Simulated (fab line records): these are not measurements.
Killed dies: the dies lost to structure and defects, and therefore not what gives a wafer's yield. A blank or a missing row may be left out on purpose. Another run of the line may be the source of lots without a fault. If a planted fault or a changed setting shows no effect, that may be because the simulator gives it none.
Chamber matching ; flow nandHarc ; rieDiel-10 running NHARC_P_CONTACT_STRIP_28: 4 sister chambers
The step strips in O2. 42 wafers are shown with their chamber, then 12 later ones without.

## WAFERS, EACH WITH ITS CHAMBER
wafer;chamber;showerheadPlenumPTorr (Torr);drypumpMotorCurrentA (A);oesProductAu (a.u.)
L074.2;2;3.60;6.5;1.016
L074.5;1;3.41;5.2;0.999
L074.6;3;3.51;5.6;0.987
L075.3;1;3.41;5.2;0.996
L075.4;2;3.60;6.5;1.014
L075.6;3;3.51;5.6;0.999
L077.1;1;3.41;5.2;1.001
L077.2;2;3.60;6.5;1.015
L077.3;3;3.51;5.6;0.990
L076.1;2;3.60;6.6;1.011
L076.2;1;3.41;5.3;0.994
L076.4;3;3.51;5.6;0.990
L078.2;3;3.50;5.6;0.991
L078.4;3;3.50;5.6;0.987
L078.6;1;3.41;5.2;0.991
L079.1;3;3.50;5.6;0.983
L079.2;1;3.41;5.2;0.992
L079.4;3;3.50;5.6;0.989
L080.1;1;3.41;5.2;0.994
L080.2;3;3.50;5.6;0.991
L080.4;1;3.41;5.2;0.995
L081.3;2;3.60;6.5;1.009
L081.4;3;3.50;5.6;0.991
L081.6;2;3.60;6.6;1.001
L082.1;3;3.50;5.6;0.988
L082.2;2;3.60;6.5;1.012
L082.3;1;3.41;5.2;1.001
L083.4;1;3.41;5.2;1.001
L083.5;2;3.60;6.6;1.018
L083.6;1;3.41;5.2;0.997
L086.2;0;3.50;5.7;0.984
L086.3;2;3.60;6.5;1.006
L086.5;2;3.60;6.5;1.007
L088.1;2;3.60;6.5;1.012
L088.5;0;3.50;5.7;0.985
L088.6;1;3.41;5.2;0.996
L089.2;1;3.40;5.2;0.991
L089.3;2;3.60;6.6;0.998
L089.5;2;3.60;6.5;1.016
L090.3;2;3.60;6.6;1.015
L090.4;0;3.50;5.6;1.002
L090.5;2;3.60;6.5;1.014

SIGNATURES (averages over the wafers above)
reading;chamber 0;chamber 1;chamber 2;chamber 3;scatter within a chamber
showerheadPlenumPTorr;3.5000;3.4092;3.6000;3.5036;0.00302
drypumpMotorCurrentA;5.667;5.208;6.533;5.600;0.036
oesProductAu;0.99033;0.99600;1.01093;0.98964;0.00509
Rule: a wafer's distance from a chamber is the root of the sum, over the readings, of the square of ((its reading less the chamber's mean) divided by the reading's scatter). The wafer belongs to the nearest chamber; if the next one is less than 2 further off, it can't be placed. The scatter is the square root of a quotient: the sum, over the shown wafers, of each reading's squared deviation from its chamber's mean, divided by wafers minus chambers.

## WAFERS WHOSE CHAMBER IS MISSING
wafer;showerheadPlenumPTorr (Torr);drypumpMotorCurrentA (A);oesProductAu (a.u.)
L091.1;3.40;5.2;1.013
L091.2;3.50;5.6;0.998
L091.5;3.60;6.5;1.005
L094.3;3.40;5.2;1.002
L094.4;3.49;5.7;0.998
L094.5;3.40;5.2;0.986
L095.1;3.50;5.6;0.991
L095.2;3.40;5.2;0.997
L095.5;3.60;6.5;1.005
L097.2;3.40;5.2;0.993
L097.3;3.50;5.6;0.990
L097.6;3.40;5.2;0.991

## WHICH CHAMBER EACH WENT THROUGH
wafer;from the rows above;in truth
L091.1;1;1
L091.2;can't be placed: 3 or 0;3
L091.5;2;2
L094.3;1;1
L094.4;can't be placed: 0 or 3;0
L094.5;1;1
L095.1;can't be placed: 3 or 0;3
L095.2;1;1
L095.5;2;2
L097.2;1;1
L097.3;can't be placed: 3 or 0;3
L097.6;1;1
Placed correctly: 8 of 12. Not placeable from these rows: 4 (in 4, the candidates include the true chamber). 0 placed wrongly.
